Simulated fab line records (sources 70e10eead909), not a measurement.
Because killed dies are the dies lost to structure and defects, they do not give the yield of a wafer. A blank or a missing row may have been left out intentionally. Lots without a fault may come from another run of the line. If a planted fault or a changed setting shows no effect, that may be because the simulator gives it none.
Which tool did it?    flow nand harc    36 wafers from 12 lots sampled at 5 of the route's 1159 steps

WHAT THE GAUGES SHOWED, per wafer
NHARC_P_M2_INSPECT_27.
lot   measured      on                 raw defect count
L076  day 6 17:08   defect inspect-02  168 308 308
L077  day 6 21:56   defect inspect-01  315 248 251
L079  day 7 12:11   defect inspect-01  370 439 415
L081  day 7 21:01   defect inspect-01  252 194 267
L083  day 8 12:11   defect inspect-02  186 191 257
L084  day 8 22:15   defect inspect-02  271 383 242
L087  day 9 11:57   defect inspect-02  304 335 420
L089  day 10 10:01  defect inspect-02  463 374 290
L090  day 10 13:50  defect inspect-02  153 138 184
L093  day 10 19:37  defect inspect-01  517 397 460
L095  day 11 17:45  defect inspect-02  291 370 235
L097  day 11 23:37  defect inspect-02  264 294 359

WHICH TOOL RAN EACH LOT (tool, then ch and the chambers of the sampled wafers, then the start)
lot   NHARC_P_M0_STRIP_18                 NHARC_P_M0_DEGAS_28           NHARC_P_M2_ETCH_15                             NHARC_P_M2_PRE_CLEAN_30
L076  rie diel-05 ch 0,1,3, day 6 06:07   pvd sputter-02, day 6 06:41   rie diel-06 ch 1,2,3, day 6 17:08 or earlier   pvd sputter-03, day 6 17:08 or earlier
L077  rie diel-12 ch 1,2, day 6 10:46     pvd sputter-03, day 6 11:19   rie diel-02 ch 1,2, day 6 21:56 or earlier     pvd sputter-03, day 6 21:56 or earlier
L079  rie diel-05 ch 0,3, day 7 01:15     pvd sputter-03, day 7 01:47   rie diel-11 ch 2,3, day 7 12:11 or earlier     pvd sputter-02, day 7 12:11 or earlier
L081  rie diel-05 ch 1,2,3, day 7 10:34   pvd sputter-01, day 7 11:04   rie diel-06 ch 1,2,3, day 7 21:01 or earlier   pvd sputter-03, day 7 21:01 or earlier
L083  rie diel-01 ch 0,1,3, day 8 01:35   pvd sputter-03, day 8 02:03   rie diel-06 ch 0,3, day 8 12:11 or earlier     pvd sputter-02, day 8 12:11 or earlier
L084  rie diel-05 ch 0,2,3, day 8 10:56   pvd sputter-02, day 8 11:25   rie diel-06 ch 0,1,3, day 8 22:15 or earlier   pvd sputter-03, day 8 22:15 or earlier
L087  rie diel-01 ch 0,1,2, day 9 01:35   pvd sputter-01, day 9 02:07   rie diel-06 ch 1,2, day 9 11:57 or earlier     pvd sputter-01, day 9 11:57 or earlier
L089  rie diel-05 ch 0,2,3, day 9 23:20   pvd sputter-01, day 9 23:51   rie diel-06 ch 0,1, day 10 10:01 or earlier    pvd sputter-03, day 10 10:01 or earlier
L090  rie diel-01 ch 1,2,3, day 10 03:07  pvd sputter-03, day 10 03:40  rie diel-11 ch 0,1,2, day 10 13:50 or earlier  pvd sputter-03, day 10 13:50 or earlier
L093  rie diel-05 ch 0,1, day 10 08:32    pvd sputter-01, day 10 09:05  rie diel-06 ch 1,2,3, day 10 19:37 or earlier  pvd sputter-01, day 10 19:37 or earlier
L095  rie diel-12 ch 0,1,2, day 11 07:24  pvd sputter-02, day 11 07:52  rie diel-06 ch 2,3, day 11 17:45 or earlier    pvd sputter-02, day 11 17:45 or earlier
L097  rie diel-01 ch 0,1,3, day 11 13:05  pvd sputter-02, day 11 13:37  rie diel-02 ch 0,1,2, day 11 23:37 or earlier  pvd sputter-02, day 11 23:37 or earlier
- NHARC_P_M0_STRIP_18: strips in N2/H2.
- NHARC_P_M0_DEGAS_28: time 60 s.
- NHARC_P_M2_ETCH_15: etches the open film in C4F8/Ar, target depth 182.5 nm, time 91.2 s.
- NHARC_P_M2_PRE_CLEAN_30: time 30 s.

THE ANSWER, worked out from the rows above alone
Rule: the lots themselves supply what counts as usual. The widest of any qualifying gaps counts: lots, ordered by their means at a reading, are off when they make up no more than a third of the lots, leave a main group of 4 or more, and stand apart from it by 3 or more times the standard deviation of that group's means. A main group whose means are all the same, to the digits that the tables above print for the reading, isn't used. A lot without any number at a reading at which 4 lots or more have one is off too. Where the step has rows for the other lots, those lots are counted as sound.
Nothing can be told from this: no lot is off at any reading shown.

WHAT THE SIMULATOR HAD PUT IN
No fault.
